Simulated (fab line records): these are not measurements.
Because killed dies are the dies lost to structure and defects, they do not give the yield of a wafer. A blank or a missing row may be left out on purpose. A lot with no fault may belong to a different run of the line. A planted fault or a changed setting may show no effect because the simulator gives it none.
What tool caused it? ; flow n5-finfet ; 72 wafers from 24 lots sampled at 5 of the route's 1938 steps

== WHAT THE GAUGES SHOWED, per wafer ==
N5_BEOL_M11_RS_MEAS_57: measurement is done with a four-point probe.
lot;measured;on;M11_RS (ohm/sq)
L074;day 11 17:31;film-metro-02;0.1514 0.1506 0.1528
L079;day 11 22:29;film-metro-01;0.1492 0.1536 0.1509
L077;day 12 00:06;film-metro-02;0.1511 0.1513 0.1508
L076;day 12 00:20;film-metro-01;0.1526 0.1532 0.1550
L075;day 12 06:44;film-metro-02;0.1527 0.1509 0.1493
L078;day 12 15:34;film-metro-02;0.1516 0.1524 0.1541
L080;day 13 00:16;film-metro-01;0.1505 0.1548 0.1503
L081;day 13 04:19;film-metro-02;0.1492 0.1517 0.1510
L082;day 14 04:56;film-metro-01;0.1518 0.1522 0.1539
L085;day 14 06:10;film-metro-02;0.1533 0.1518 0.1541
L084;day 15 15:17;film-metro-01;0.1437 0.1473 0.1451
L086;day 15 16:15;film-metro-01;0.1512 0.1459 0.1537
L089;day 15 22:40;film-metro-02;0.1490 0.1492 0.1503
L083;day 16 04:03;film-metro-01;0.1508 0.1511 0.1506
L088;day 16 08:50;film-metro-01;0.1531 0.1536 0.1538
L087;day 16 11:04;film-metro-01;0.1490 0.1538 0.1476
L090;day 16 15:47;film-metro-01;0.1514 0.1464 0.1576
L093;day 17 11:08;film-metro-01;0.1521 0.1489 0.1524
L092;day 17 13:58;film-metro-01;0.1490 0.1540 0.1507
L091;day 17 21:02;film-metro-02;0.1503 0.1479 0.1495
L094;day 17 20:35;film-metro-01;0.1507 0.1487 0.1503
L097;day 18 05:22;film-metro-01;0.1504 0.1515 0.1480
L095;day 18 06:41;film-metro-01;0.1521 0.1526 0.1543
L096;day 18 22:19;film-metro-02;0.1485 0.1501 0.1491

N5_BEOL_M12_OVL_MEAS_29.
lot;measured;on;M12_OVL (nm)
L074;day 11 19:23;overlay-01;9 7 9
L079;day 12 00:13;overlay-02;3 2 4
L077;day 12 01:49;overlay-02;5 4 3
L076;day 12 02:07;overlay-02;-4 -2 -7
L075;day 12 08:11;overlay-01;7 11 4
L078;day 12 17:16;overlay-01;-4 -2 -1
L080;day 13 01:44;overlay-02;7 2 9
L081;day 13 05:53;overlay-01;3 2 1
L082;day 14 06:38;overlay-01;-2 3 -3
L085;day 14 07:40;overlay-01;-3 0 9
L084;day 15 16:50;overlay-01;1 -2 0
L086;day 15 17:49;overlay-01;7 3 3
L089;day 16 00:07;overlay-02;9 6 9
L083;day 16 05:37;overlay-01;-11 -7 -4
L088;day 16 10:17;overlay-02;2 0 2
L087;day 16 12:38;overlay-02;-1 -3 2
L090;day 16 17:22;overlay-02;13 11 14
L093;day 17 12:44;overlay-02;-5 -9 -9
L092;day 17 15:52;overlay-01;3 4 -4
L091;day 17 22:37;overlay-01;-1 -9 -6
L094;day 17 22:09;overlay-02;7 8 3
L097;day 18 06:56;overlay-02;-7 -8 3
L095;day 18 08:19;overlay-01;-3 0 -2
L096;day 19 01:23;overlay-01;2 -8 4

N5_BEOL_M13_THK_MEAS_01.
lot;measured;on;M13_ILD_THK (nm)
L074;day 11 22:26;film-metro-01;824 817 841
L079;day 12 05:34;film-metro-01;834 832 842
L077;day 12 06:40;film-metro-02;833 841 843
L076;day 12 05:57;film-metro-02;830 829 850
L075;day 12 12:57;film-metro-01;827 815 831
L078;day 12 20:57;film-metro-02;811 836 832
L080;day 13 06:37;film-metro-02;840 838 848
L081;day 13 09:27;film-metro-02;809 837 828
L082;day 14 09:50;film-metro-01;828 846 842
L085;day 14 10:07;film-metro-01;829 823 832
L084;day 15 20:06;film-metro-01;813 835 832
L086;day 15 20:33;film-metro-01;831 832 834
L089;day 16 06:20;film-metro-01;837 843 852
L083;day 16 08:46;film-metro-02;818 829 821
L088;day 16 15:43;film-metro-02;837 841 855
L087;day 16 17:35;film-metro-02;843 848 855
L090;day 16 22:02;film-metro-02;829 828 853
L093;day 17 15:28;film-metro-02;836 846 852
L092;day 17 21:02;film-metro-01;832 839 849
L091;day 18 01:34;film-metro-02;837 827 848
L094;day 18 02:10;film-metro-02;829 828 839
L097;day 18 10:25;film-metro-01;833 837 826
L095;day 18 13:28;film-metro-02;852 844 848
L096;day 19 05:16;film-metro-01;832 836 826

== WHICH TOOL RAN EACH LOT (tool, then ch and the chambers of the sampled wafers, then the start) ==
lot;N5_BEOL_M11_ETCH_65;N5_BEOL_M12_PRE_CLEAN_42
L074;rie-diel-02 ch 2,3, day 11 14:49;pvd-sputter-01, day 11 21:02
L079;rie-diel-02 ch 0,2, day 11 19:14;pvd-sputter-03, day 12 03:55
L077;rie-diel-02 ch 0,1,3, day 11 21:22;pvd-sputter-03, day 12 04:23
L076;rie-diel-06 ch 0,1,3, day 11 21:32;pvd-sputter-01, day 12 04:17
L075;rie-diel-03 ch 0,3, day 12 03:46;pvd-sputter-03, day 12 10:28
L078;rie-diel-02 ch 0,2,3, day 12 11:16;pvd-sputter-01, day 12 19:04
L080;rie-diel-02 ch 0,2,3, day 12 20:44;pvd-sputter-03, day 13 05:13
L081;rie-diel-03 ch 0,2,3, day 13 01:06;pvd-sputter-01, day 13 08:04
L082;rie-diel-02 ch 0,2,3, day 14 00:20;pvd-sputter-01, day 14 08:23
L085;rie-diel-03 ch 0,2,3, day 14 03:41;pvd-sputter-01, day 14 08:43
L084;rie-diel-03 ch 1,2, day 15 10:47;pvd-sputter-01, day 15 18:43
L086;rie-diel-03 ch 0,1,2, day 15 13:42;pvd-sputter-01, day 15 19:02
L089;rie-diel-03 ch 1,2, day 15 20:02;pvd-sputter-02, day 16 04:56
L083;rie-diel-02 ch 1,2, day 16 00:49;pvd-sputter-03, day 16 06:59
L088;rie-diel-02 ch 1,2,3, day 16 05:14;pvd-sputter-03, day 16 14:20
L087;rie-diel-03 ch 1,2,3, day 16 07:38;pvd-sputter-02, day 16 15:56
L090;rie-diel-03 ch 0,1,2, day 16 12:20;pvd-sputter-02, day 16 20:37
L093;rie-diel-02 ch 2,3, day 17 07:41;pvd-sputter-02, day 17 14:02
L092;rie-diel-03 ch 0,2,3, day 17 10:46;pvd-sputter-02, day 17 19:33
L091;rie-diel-06 ch 0,1,2, day 17 17:23;pvd-sputter-02, day 18 00:10
L094;rie-diel-06 ch 0,1,2, day 17 17:52;pvd-sputter-03, day 18 00:10
L097;rie-diel-06 ch 0,1,2, day 18 00:35;pvd-sputter-01, day 18 09:01
L095;rie-diel-02 ch 1,2, day 18 03:48;pvd-sputter-01, day 18 12:04
L096;rie-diel-02 ch 0,2, day 18 18:48;pvd-sputter-02, day 19 03:52
- N5_BEOL_M11_ETCH_65: etches SiARC in CF4, target depth 39 nm, time 65 s.
- N5_BEOL_M12_PRE_CLEAN_42: time 30 s.

== WHAT THE TOOLS THEMSELVES READ (means of the sampled wafers that have a number; where no wafer has one, the mark that the record gives instead) ==
N5_BEOL_M11_ETCH_65.
lot;tool;drypump-motor-current-A (A);etch-rf-on-time-s (s);oes-product-au (a.u.);rf-vpp-V (V);showerhead-plenum-p-Torr (Torr);throttle-valve-pct (%)
L074;rie-diel-02;5.9;64.8;0.65;183.5;2.12;15.91
L079;rie-diel-02;5.8;64.8;0.71;183.8;2.13;15.56
L077;rie-diel-02;5.9;65.1;0.72;184.2;2.11;15.59
L076;rie-diel-06;5.4;65.1;0.64;183.4;2.14;15.81
L075;rie-diel-03;5.3;65.8;0.72;184.8;2.21;15.42
L078;rie-diel-02;5.8;64.8;0.66;184.3;2.13;15.75
L080;rie-diel-02;5.8;64.4;0.67;183.5;2.13;15.75
L081;rie-diel-03;5.2;65.8;0.73;185.5;2.21;15.44
L082;rie-diel-02;5.8;64.1;0.66;183.9;2.12;15.76
L085;rie-diel-03;5.2;64.9;0.72;184.9;2.20;15.46
L084;rie-diel-03;5.8;63.5;0.80;185.3;2.21;15.37
L086;rie-diel-03;5.3;64.7;0.75;184.8;2.18;15.43
L089;rie-diel-03;5.6;64.4;0.78;185.0;2.24;15.42
L083;rie-diel-02;6.2;65.3;0.68;185.3;2.18;15.53
L088;rie-diel-02;6.1;64.8;0.65;184.3;2.15;15.76
L087;rie-diel-03;5.6;64.3;0.76;184.5;2.23;15.42
L090;rie-diel-03;5.4;64.4;0.74;184.5;2.17;15.44
L093;rie-diel-02;6.0;65.1;0.60;184.5;2.16;15.91
L092;rie-diel-03;5.2;65.2;0.70;184.9;2.20;15.50
L091;rie-diel-06;5.7;65.4;0.72;183.7;2.11;15.55
L094;rie-diel-06;5.8;64.0;0.73;183.3;2.11;15.55
L097;rie-diel-06;5.8;63.5;0.73;183.6;2.11;15.55
L095;rie-diel-02;6.2;65.1;0.66;184.7;2.18;15.57
L096;rie-diel-02;5.8;63.8;0.66;183.5;2.11;15.65

N5_BEOL_M12_PRE_CLEAN_42.
lot;tool;heater-power-w (W)
L074;pvd-sputter-01;322
L079;pvd-sputter-03;353
L077;pvd-sputter-03;345
L076;pvd-sputter-01;353
L075;pvd-sputter-03;339
L078;pvd-sputter-01;351
L080;pvd-sputter-03;332
L081;pvd-sputter-01;328
L082;pvd-sputter-01;335
L085;pvd-sputter-01;349
L084;pvd-sputter-01;314
L086;pvd-sputter-01;325
L089;pvd-sputter-02;380
L083;pvd-sputter-03;376
L088;pvd-sputter-03;344
L087;pvd-sputter-02;384
L090;pvd-sputter-02;392
L093;pvd-sputter-02;393
L092;pvd-sputter-02;377
L091;pvd-sputter-02;379
L094;pvd-sputter-03;344
L097;pvd-sputter-01;384
L095;pvd-sputter-01;323
L096;pvd-sputter-02;378

== THE ANSWER, worked out from the rows above alone ==
Rule: the lots themselves supply what counts as usual. The widest of any qualifying gaps counts: lots, ordered by their means at a reading, are off when they make up no more than a third of the lots, leave a main group of 4 or more, and stand apart from it by 3 or more times the standard deviation of that group's means. A main group whose means are all the same, to the digits that the tables above print for the reading, isn't used. A lot without any number at a reading at which 4 lots or more have one is off too. The other lots that the step has rows for count as sound. After the gauges, taken in route order, come the tools' own readings; for these a lot's mean is taken, as printed above. At the first step where some lot is off, the reading lying furthest off is the one used; lots without a number count as furthest.
No lot is off on any of the readings shown, so nothing can be concluded from this.

== WHAT THE SIMULATOR PUT IN ==
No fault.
